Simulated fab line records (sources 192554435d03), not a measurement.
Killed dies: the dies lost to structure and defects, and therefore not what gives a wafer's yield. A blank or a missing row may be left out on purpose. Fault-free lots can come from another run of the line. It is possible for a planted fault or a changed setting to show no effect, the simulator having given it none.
Chamber matching :: flow n5-finfet :: N5_BEOL_M3_ILD_DEP_00 on pecvd-01 has 3 sister chambers
The step deposits SiOC from DEMS/O2, target thk 79 nm, time 15.3 s. 6 wafers are shown with their chamber, then 12 later ones without.

## WAFERS PAIRED WITH THEIR CHAMBERS
wafer: L089.3
chamber: 2
throttle-valve-pct (%): 12.1
showerhead-vpp-V (V): 1378

wafer: L089.4
chamber: 0
throttle-valve-pct (%): 11.1
showerhead-vpp-V (V): 1426

wafer: L089.5
chamber: 1
throttle-valve-pct (%): 12.3
showerhead-vpp-V (V): 1324

wafer: L087.2
chamber: 1
throttle-valve-pct (%): 12.3
showerhead-vpp-V (V): 1340

wafer: L087.4
chamber: 2
throttle-valve-pct (%): 11.9
showerhead-vpp-V (V): 1388

wafer: L087.5
chamber: 0
throttle-valve-pct (%): 11.1
showerhead-vpp-V (V): 1410

## WAFERS MISSING THEIR CHAMBER
wafer: L088.2
throttle-valve-pct (%): 11.2
showerhead-vpp-V (V): 1410

wafer: L088.3
throttle-valve-pct (%): 12.2
showerhead-vpp-V (V): 1320

wafer: L088.5
throttle-valve-pct (%): 11.4
showerhead-vpp-V (V): 1439

wafer: L090.2
throttle-valve-pct (%): 11.3
showerhead-vpp-V (V): 1423

wafer: L090.3
throttle-valve-pct (%): 11.8
showerhead-vpp-V (V): 1398

wafer: L090.4
throttle-valve-pct (%): 12.2
showerhead-vpp-V (V): 1387

wafer: L093.1
throttle-valve-pct (%): 11.3
showerhead-vpp-V (V): 1424

wafer: L093.3
throttle-valve-pct (%): 12.1
showerhead-vpp-V (V): 1348

wafer: L093.6
throttle-valve-pct (%): 11.1
showerhead-vpp-V (V): 1397

wafer: L096.4
throttle-valve-pct (%): 11.3
showerhead-vpp-V (V): 1416

wafer: L096.5
throttle-valve-pct (%): 12.2
showerhead-vpp-V (V): 1330

wafer: L096.6
throttle-valve-pct (%): 12.1
showerhead-vpp-V (V): 1385

## WHICH CHAMBER EACH WENT THROUGH
wafer: L088.2
from the rows above: 0
in truth: 0

wafer: L088.3
from the rows above: 1
in truth: 1

wafer: L088.5
from the rows above: 0
in truth: 0

wafer: L090.2
from the rows above: 0
in truth: 0

wafer: L090.3
from the rows above: 2
in truth: 2

wafer: L090.4
from the rows above: 2
in truth: 2

wafer: L093.1
from the rows above: 0
in truth: 0

wafer: L093.3
from the rows above: can't be placed: 1 or 2
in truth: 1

wafer: L093.6
from the rows above: 0
in truth: 0

wafer: L096.4
from the rows above: 0
in truth: 0

wafer: L096.5
from the rows above: 1
in truth: 1

wafer: L096.6
from the rows above: 2
in truth: 2
Placed correctly: 11 of 12. Can't be placed from these rows: 1 (the true chamber is among the candidates in 1). Wrongly placed: 0.
How it was worked out, from the rows above alone: a wafer's distance from a chamber is the root of the sum, over the readings, of the square of ((its reading less the chamber's mean) divided by the reading's scatter). If the next closest chamber is less than 2 further off than the closest, the wafer can't be placed; otherwise it belongs to the closest. Each chamber's mean is taken over the wafers shown for it. The scatter is the square root of a quotient: the sum, over the shown wafers, of each reading's squared deviation from its chamber's mean, divided by wafers minus chambers.
